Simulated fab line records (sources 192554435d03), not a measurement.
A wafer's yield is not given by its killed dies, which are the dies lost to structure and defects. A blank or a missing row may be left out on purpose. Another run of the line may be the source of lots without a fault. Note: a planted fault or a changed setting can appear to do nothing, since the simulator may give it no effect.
Which tool was responsible? -- flow n5_finfet -- 63 wafers from 21 lots sampled at 3 of the route's 1938 steps

WHAT THE GAUGES READ, wafer by wafer
N5_SD_EPI_N_INSPECT_11: inspects for defects (macro).
lot,measured,on,raw_defect_count
L074,day 3 01:14,defect_inspect-02,1 0 2
L075,day 3 06:34,defect_inspect-01,1 0 0
L076,day 3 11:49,defect_inspect-02,2 2 2
L077,day 3 18:40,defect_inspect-01,3 2 3
L079,day 4 07:32,defect_inspect-01,2 3 0
L080,day 4 11:02,defect_inspect-01,1 4 4
L081,day 4 18:32,defect_inspect-02,2 3 4
L082,day 5 04:19,defect_inspect-02,2 4 3
L083,day 5 07:49,defect_inspect-01,2 4 4
L084,day 5 13:04,defect_inspect-01,0 4 5
L085,day 5 20:11,defect_inspect-02,3 3 4
L086,day 6 04:26,defect_inspect-02,3 4 0
L087,day 6 09:16,defect_inspect-01,2 3 4
L088,day 6 14:14,defect_inspect-01,2 2 1
L089,day 6 19:25,defect_inspect-01,1 3 2
L090,day 7 00:45,defect_inspect-01,0 5 2
L091,day 7 06:49,defect_inspect-02,0 4 0
L092,day 7 12:43,defect_inspect-01,1 0 2
L093,day 7 21:30,defect_inspect-01,1 2 0
L094,day 8 00:07,defect_inspect-02,0 2 1
L097,day 8 18:20,defect_inspect-02,1 4 3

TOOL THAT RAN EACH LOT (tool first, then ch and the chambers of the sampled wafers, then the start)
lot,N5_DUMMY_GATE_ETCH_29,N5_DUMMY_GATE_HM_OPEN_21
L074,"rie_diel-05 ch 1,2, day 2 22:55","rie_diel-03 ch 0,1, day 2 23:32"
L075,"rie_diel-03 ch 2,3, day 3 04:22","rie_diel-06 ch 0,3, day 3 05:00"
L076,"rie_diel-06 ch 0,1,2, day 3 09:33","rie_diel-05 ch 0,1,2, day 3 10:08"
L077,"rie_diel-05 ch 0,1, day 3 16:23","rie_diel-03 ch 0,2,3, day 3 16:49"
L079,"rie_diel-05 ch 0,1,2, day 4 03:59","rie_diel-03 ch 0,2,3, day 4 04:40"
L080,"rie_diel-05 ch 0,2,3, day 4 09:01","rie_diel-05 ch 0,1,3, day 4 09:28"
L081,"rie_diel-06 ch 0,3, day 4 16:16","rie_diel-03 ch 2,3, day 4 16:42"
L082,"rie_diel-03 ch 0,1,2, day 5 01:45","rie_diel-03 ch 0,1,3, day 5 02:11"
L083,"rie_diel-06 ch 1,2,3, day 5 05:25","rie_diel-06 ch 1,2,3, day 5 05:58"
L084,"rie_diel-06 ch 0,3, day 5 10:45","rie_diel-03 ch 0,1,2, day 5 11:12"
L085,"rie_diel-06 ch 0,2, day 5 17:58","rie_diel-05 ch 0,1,2, day 5 18:35"
L086,"rie_diel-03 ch 0,2,3, day 6 02:20","rie_diel-05 ch 0,1,2, day 6 02:48"
L087,"rie_diel-03 ch 0,1,2, day 6 06:28","rie_diel-05 ch 1,2, day 6 06:57"
L088,"rie_diel-05 ch 0,1,2, day 6 12:13","rie_diel-03 ch 0,2, day 6 12:40"
L089,"rie_diel-06 ch 1,2, day 6 17:21","rie_diel-03 ch 0,2,3, day 6 17:50"
L090,"rie_diel-06 ch 1,2, day 6 22:24","rie_diel-06 ch 0,1,2, day 6 22:50"
L091,"rie_diel-03 ch 2,3, day 7 04:40","rie_diel-03 ch 2,3, day 7 05:06"
L092,"rie_diel-06 ch 0,1, day 7 10:42","rie_diel-05 ch 2,3, day 7 11:09"
L093,"rie_diel-03 ch 2,3, day 7 19:21","rie_diel-03 ch 0,2,3, day 7 19:47"
L094,"rie_diel-05 ch 0,1,2, day 7 21:07","rie_diel-03 ch 0,2,3, day 7 21:33"
L097,"rie_diel-05 ch 0,1,2, day 8 15:22","rie_diel-05 ch 0,2, day 8 15:48"
- N5_DUMMY_GATE_ETCH_29: etches underlayer in N2/H2, target depth 13 nm.
- N5_DUMMY_GATE_HM_OPEN_21: chemistry CH3F/O2, target SiNx, target depth 120 nm, time 171.4 s.

WHAT THE TOOLS THEMSELVES READ (means of the sampled wafers that have a number; where no wafer has one, the mark that the record gives instead)
N5_DUMMY_GATE_ETCH_29.
lot,tool,drypump_motor_current_A (A),oes_product_au (a.u.),rf_vpp_V (V),showerhead_plenum_p_Torr (Torr),throttle_valve_pct (%)
L074,rie_diel-05,5.5,0.74,526.2,2.67,18.08
L075,rie_diel-03,5.7,0.78,526.2,2.62,18.25
L076,rie_diel-06,6.0,0.75,524.7,2.58,17.76
L077,rie_diel-05,5.2,0.76,526.6,2.66,17.98
L079,rie_diel-05,5.6,0.76,527.7,2.66,17.88
L080,rie_diel-05,5.9,0.75,525.6,2.61,17.86
L081,rie_diel-06,5.4,0.75,522.8,2.49,17.77
L082,rie_diel-03,6.0,0.74,525.7,2.63,18.13
L083,rie_diel-06,5.9,0.75,522.9,2.50,17.77
L084,rie_diel-06,5.4,0.74,521.9,2.49,17.76
L085,rie_diel-06,6.4,0.77,523.6,2.52,17.90
L086,rie_diel-03,5.8,0.73,526.5,2.63,18.25
L087,rie_diel-03,6.0,0.73,526.0,2.63,18.15
L088,rie_diel-05,5.6,0.75,525.9,2.65,17.91
L089,rie_diel-06,6.0,0.74,524.2,2.57,17.75
L090,rie_diel-06,6.0,0.73,524.9,2.56,17.75
L091,rie_diel-03,5.8,0.72,526.2,2.63,18.44
L092,rie_diel-06,5.7,0.71,526.1,2.62,17.72
L093,rie_diel-03,5.7,0.74,525.2,2.60,18.30
L094,rie_diel-05,5.6,0.74,526.6,2.65,17.93
L097,rie_diel-05,5.6,0.74,526.5,2.65,17.93

N5_DUMMY_GATE_HM_OPEN_21.
lot,tool,drypump_motor_current_A (A),oes_product_au (a.u.),rf_vpp_V (V),showerhead_plenum_p_Torr (Torr),throttle_valve_pct (%)
L074,rie_diel-03,6.1,0.73,311,2.11,16.53
L075,rie_diel-06,5.6,0.74,305,2.03,16.31
L076,rie_diel-05,5.6,0.76,302,2.12,16.40
L077,rie_diel-03,5.8,0.76,299,2.09,16.65
L079,rie_diel-03,5.8,0.75,299,2.09,16.64
L080,rie_diel-05,5.5,0.74,305,2.09,16.51
L081,rie_diel-03,5.7,0.77,290,2.07,16.70
L082,rie_diel-03,6.0,0.70,301,2.10,16.69
L083,rie_diel-06,5.9,0.76,300,2.01,16.47
L084,rie_diel-03,6.0,0.74,301,2.08,16.61
L085,rie_diel-05,5.6,0.74,301,2.11,16.44
L086,rie_diel-05,5.6,0.74,302,2.11,16.42
L087,rie_diel-05,5.5,0.72,304,2.11,16.60
L088,rie_diel-03,5.8,0.74,308,2.09,16.56
L089,rie_diel-03,5.8,0.73,299,2.09,16.69
L090,rie_diel-06,6.0,0.73,306,2.05,16.40
L091,rie_diel-03,5.7,0.75,289,2.06,16.74
L092,rie_diel-05,6.2,0.70,305,2.05,16.60
L093,rie_diel-03,5.8,0.72,299,2.08,16.70
L094,rie_diel-03,5.8,0.72,300,2.08,16.71
L097,rie_diel-05,5.7,0.75,300,2.10,16.32

THE ANSWER, worked out from the rows above alone
Rule: usual is defined by the lots themselves. Put in order of their means at a reading, lots are off if they are a third of the lots or fewer, leave a main group of 4 or more, and stand apart from it by a gap of 3 or more times the standard deviation of the main group's means; of several such gaps the widest counts. A main group whose means are all the same, to the digits that the tables above print for the reading, isn't used. Also off: a lot with no number at a reading for which 4 or more lots have one. Where the step has rows for the other lots, those lots are counted as sound. Order of review: gauges by route order, followed by the tools' own readings, for which a lot's mean as printed above is used. The first step at which some lot is off is used, and at that step the reading that is off furthest; a lot without a number counts as furthest.
Nothing can be told from this: no lot is off at any reading shown.

WHAT WAS PUT IN BY THE SIMULATOR
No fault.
